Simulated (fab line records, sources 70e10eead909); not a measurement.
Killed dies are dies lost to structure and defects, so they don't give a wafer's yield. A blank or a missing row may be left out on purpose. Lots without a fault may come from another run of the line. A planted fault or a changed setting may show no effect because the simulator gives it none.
A struck lot beside a sound one | flow nand_harc | 16 steps out of a route of 1302
Sound: wafers L629.3, L629.5, L629.6. Struck: wafer L640.6. (L640.3 of the same lot was not struck and is left out.) The cause comes at the end.
At each step with rows: each side's tool, then ch and its chambers, then its first start. Under that, the readings that differ: sound wafers | struck wafers | difference of the means | sigmas: that difference in standard deviations of wafers without a fault.
alike: readings whose means differ by less than 2 such deviations, and words and numbers that are the same on both sides. not compared: withheld readings, readings that some wafer has no value for, bounds like >300 that may hide the same value, and numbers for which the record gives no deviation and whose values overlap.
The two part at a step that has a row with sigmas, a row that says differs or no value, or rows on one side only. Numbers that don't overlap but have no deviation are shown without sigmas and don't part them. A reading that every wafer of one side lacks parts them only if that side has two wafers or more.

NHARC_A_DECK1_JOINT_INSPECT_05:
  sound on defect_inspect-02, day 16 14:56; struck on defect_inspect-02, day 20 19:52
  alike: raw_defect_count
then, 1 step without rows for these wafers: NHARC_A_ONON_D2_DEP_00 (target thk 1000 nm).
NHARC_A_ONON_D2_THK_MEAS_02: measures by ellipsometry.
  sound on film_metro-01, day 16 15:31; struck on film_metro-01, day 20 20:27
  alike: thk_nm
then, 1 step without rows for these wafers: NHARC_A_ONON_D2_DEP_03 (target thk 1000 nm).
NHARC_A_ONON_D2_THK_MEAS_05: measures by ellipsometry.
  sound on film_metro-01, day 16 16:05; struck on film_metro-02, day 20 21:02
  alike: thk_nm
then, 1 step without rows for these wafers: NHARC_A_ONON_D2_DEP_06 (target thk 1000 nm).
NHARC_A_ONON_D2_THK_MEAS_08: measures by ellipsometry.
  sound on film_metro-01, day 16 16:39; struck on film_metro-02, day 20 21:35
  alike: thk_nm
then, 1 step without rows for these wafers: NHARC_A_ONON_D2_DEP_09 (target thk 1000 nm).
NHARC_A_ONON_D2_THK_MEAS_11: measures by ellipsometry.
  sound on film_metro-01, day 16 17:13; struck on film_metro-01, day 20 22:09
  alike: thk_nm
then, 1 step without rows for these wafers: NHARC_A_ONON_D2_DEP_12 (target thk 1000 nm).
NHARC_A_ONON_D2_THK_MEAS_14: measures by ellipsometry.
  sound on film_metro-01, day 16 17:47; struck on film_metro-01, day 20 22:43
  alike: thk_nm
then, 1 step without rows for these wafers: NHARC_A_ONON_D2_ANNEAL_15 (time 3600 s).
NHARC_A_ONON_D2_DEP_16: target thk 1000 nm.
  sound on pecvd_onon-04 ch 0, day 17 01:23; struck on pecvd_onon-04 ch 0, day 21 06:38
NHARC_A_ONON_D2_THK_MEAS_18: measures by ellipsometry.
  sound on film_metro-01, day 17 01:47; struck on film_metro-01, day 21 07:02
  reading     | sound          | struck | difference | sigmas
  thk_nm (nm) | 1002 1001 1000 | 534    | -467       | -42
then, 1 step without rows for these wafers: NHARC_A_ONON_D2_DEP_19 (target thk 1000 nm).
NHARC_END_SORT_01:
  the record has rows for the sound wafers here (prober-01 ch 0, day 28 08:38) and none for the struck ones

WHERE THEY PART
First at NHARC_A_ONON_D2_THK_MEAS_18; last, within this record, at NHARC_END_SORT_01.

WHY: what the simulator had put in
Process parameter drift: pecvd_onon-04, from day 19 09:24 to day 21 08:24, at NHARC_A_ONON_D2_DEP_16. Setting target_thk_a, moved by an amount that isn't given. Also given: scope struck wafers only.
